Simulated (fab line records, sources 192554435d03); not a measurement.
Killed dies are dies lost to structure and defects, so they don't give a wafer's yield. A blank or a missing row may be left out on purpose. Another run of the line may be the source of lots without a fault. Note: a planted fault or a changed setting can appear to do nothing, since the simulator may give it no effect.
Split-lot experiment :: flow n5 finfet :: on a route of 1938 steps: 7 lots, 21 wafers read

## ON THE SPLIT
At N5_SD_EPI_N_EXPOSE_06 (exposes mask SD N BLK, target cd 120 nm), the setting dose mj was moved away from the recipe's 39.75 on 7 of the 21 wafers read, by +2.4% to +6.4%. The other wafers ran this setting at the recipe's value.

## FROM THE SPLIT TO THE READING: what the file shows between them, 2 steps
- N5_SD_EPI_N_PEB_07: peb time 60 s
- N5_SD_EPI_N_DEVELOP_08: develop time 30 s

## THE READING
Shown in nm: cd nm at N5_SD_EPI_N_CD_MEAS_09, with target cd 120 nm. Typical for fault-free wafers on this fab line: 120.0 nm, with standard deviation 0.57 nm.

wafer: L078.1
tool, chamber at the split: arfi scanner-01, 0
dose mj as run: 39.75
against the recipe: recipe
cd nm, nm: 120.9
against lot-mates on the recipe: -

wafer: L078.2
tool, chamber at the split: arfi scanner-01, 0
dose mj as run: 39.75
against the recipe: recipe
cd nm, nm: 120.0
against lot-mates on the recipe: -

wafer: L078.6
tool, chamber at the split: arfi scanner-01, 0
dose mj as run: 39.75
against the recipe: recipe
cd nm, nm: 120.1
against lot-mates on the recipe: -

wafer: L079.3
tool, chamber at the split: arfi scanner-01, 0
dose mj as run: 39.75
against the recipe: recipe
cd nm, nm: 120.7
against lot-mates on the recipe: -

wafer: L079.4
tool, chamber at the split: arfi scanner-01, 0
dose mj as run: 42.29
against the recipe: +6.4%
cd nm, nm: 124.5
against lot-mates on the recipe: +3.8

wafer: L079.5
tool, chamber at the split: arfi scanner-01, 0
dose mj as run: 42.29
against the recipe: +6.4%
cd nm, nm: 125.2
against lot-mates on the recipe: +4.5

wafer: L087.3
tool, chamber at the split: arfi scanner-01, 0
dose mj as run: 39.75
against the recipe: recipe
cd nm, nm: 120.6
against lot-mates on the recipe: -

wafer: L087.4
tool, chamber at the split: arfi scanner-01, 0
dose mj as run: 39.75
against the recipe: recipe
cd nm, nm: 120.8
against lot-mates on the recipe: -

wafer: L087.6
tool, chamber at the split: arfi scanner-01, 0
dose mj as run: 39.75
against the recipe: recipe
cd nm, nm: 121.5
against lot-mates on the recipe: -

wafer: L088.4
tool, chamber at the split: arfi scanner-03, 0
dose mj as run: 40.73
against the recipe: +2.5%
cd nm, nm: 122.6
against lot-mates on the recipe: +1.9

wafer: L088.5
tool, chamber at the split: arfi scanner-03, 0
dose mj as run: 39.75
against the recipe: recipe
cd nm, nm: 120.6
against lot-mates on the recipe: -

wafer: L088.6
tool, chamber at the split: arfi scanner-03, 0
dose mj as run: 39.75
against the recipe: recipe
cd nm, nm: 120.8
against lot-mates on the recipe: -

wafer: L091.1
tool, chamber at the split: arfi scanner-02, 0
dose mj as run: 39.75
against the recipe: recipe
cd nm, nm: 120.1
against lot-mates on the recipe: -

wafer: L091.3
tool, chamber at the split: arfi scanner-02, 0
dose mj as run: 40.72
against the recipe: +2.4%
cd nm, nm: 122.5
against lot-mates on the recipe: +2.2

wafer: L091.4
tool, chamber at the split: arfi scanner-02, 0
dose mj as run: 39.75
against the recipe: recipe
cd nm, nm: 120.6
against lot-mates on the recipe: -

wafer: L093.1
tool, chamber at the split: arfi scanner-03, 0
dose mj as run: 39.75
against the recipe: recipe
cd nm, nm: 119.9
against lot-mates on the recipe: -

wafer: L093.3
tool, chamber at the split: arfi scanner-03, 0
dose mj as run: 39.75
against the recipe: recipe
cd nm, nm: 119.7
against lot-mates on the recipe: -

wafer: L093.4
tool, chamber at the split: arfi scanner-03, 0
dose mj as run: 39.75
against the recipe: recipe
cd nm, nm: 119.6
against lot-mates on the recipe: -

wafer: L097.2
tool, chamber at the split: arfi scanner-01, 0
dose mj as run: 42.18
against the recipe: +6.1%
cd nm, nm: 124.4
against lot-mates on the recipe: no lot-mate on the recipe

wafer: L097.4
tool, chamber at the split: arfi scanner-01, 0
dose mj as run: 42.18
against the recipe: +6.1%
cd nm, nm: 123.6
against lot-mates on the recipe: no lot-mate on the recipe

wafer: L097.5
tool, chamber at the split: arfi scanner-01, 0
dose mj as run: 42.18
against the recipe: +6.1%
cd nm, nm: 123.8
against lot-mates on the recipe: no lot-mate on the recipe

THE FIT
A straight line over all 21 wafers: cd nm changes by +0.631 nm for each +1% of dose mj; r = +0.95; the points scatter about the line by 0.54 nm.
The same after taking each lot's own level away (the mean of its wafers on the recipe; 18 wafers): +0.666 nm for each +1%; r = +0.98; scatter 0.33 nm.
That fit puts the effect of the largest move of dose mj on the reading at 4.3 nm.
From 119.73 to 120.97 nm: that is the span of the lots' own levels, equal to 2.2 times the standard deviation above.
Consequently the slope shifts little with the lot-to-lot level, the two slopes agreeing.
Check: with one of the wafers moved furthest among these (+6.4%) left out of the fit, the line predicts +4.67 nm for it against its lot-mates. It came out at +3.8 nm against them.

## OTHER SPLITS APPLIED TO THESE WAFERS
Other splits were also applied to these wafers ahead of the reading. Each is held against what the fit with the lots' levels taken away leaves over:
other split on the same wafers: N5_WELL_APT_PEB_06 peb time s
wafers away from the commonest value: 7
r with cd nm (lot level and that fit taken away): +0.23

other split on the same wafers: N5_WELL_APT_DEVELOP_07 develop time s
wafers away from the commonest value: 3
r with cd nm (lot level and that fit taken away): +0.39

other split on the same wafers: N5_WELL_APT_COAT_19 spin rpm
wafers away from the commonest value: 7
r with cd nm (lot level and that fit taken away): +0.11

other split on the same wafers: N5_WELL_APT_PEB_23 peb time s
wafers away from the commonest value: 10
r with cd nm (lot level and that fit taken away): +0.07

other split on the same wafers: N5_FIN_SAQP_HM_DEP_72 time s
wafers away from the commonest value: 11
r with cd nm (lot level and that fit taken away): +0.03

other split on the same wafers: N5_FIN_SAQP_EXPOSE_13 dose mj
wafers away from the commonest value: 7
r with cd nm (lot level and that fit taken away): +0.28

other split on the same wafers: N5_FIN_CUT_COAT_18 spin rpm
wafers away from the commonest value: 8
r with cd nm (lot level and that fit taken away): +0.02

other split on the same wafers: N5_FIN_CUT_COAT_19 time s
wafers away from the commonest value: 5
r with cd nm (lot level and that fit taken away): +0.10

## FILE'S OWN FIT
cd nm changes by +0.685 nm for each +1% of dose mj, r = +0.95.
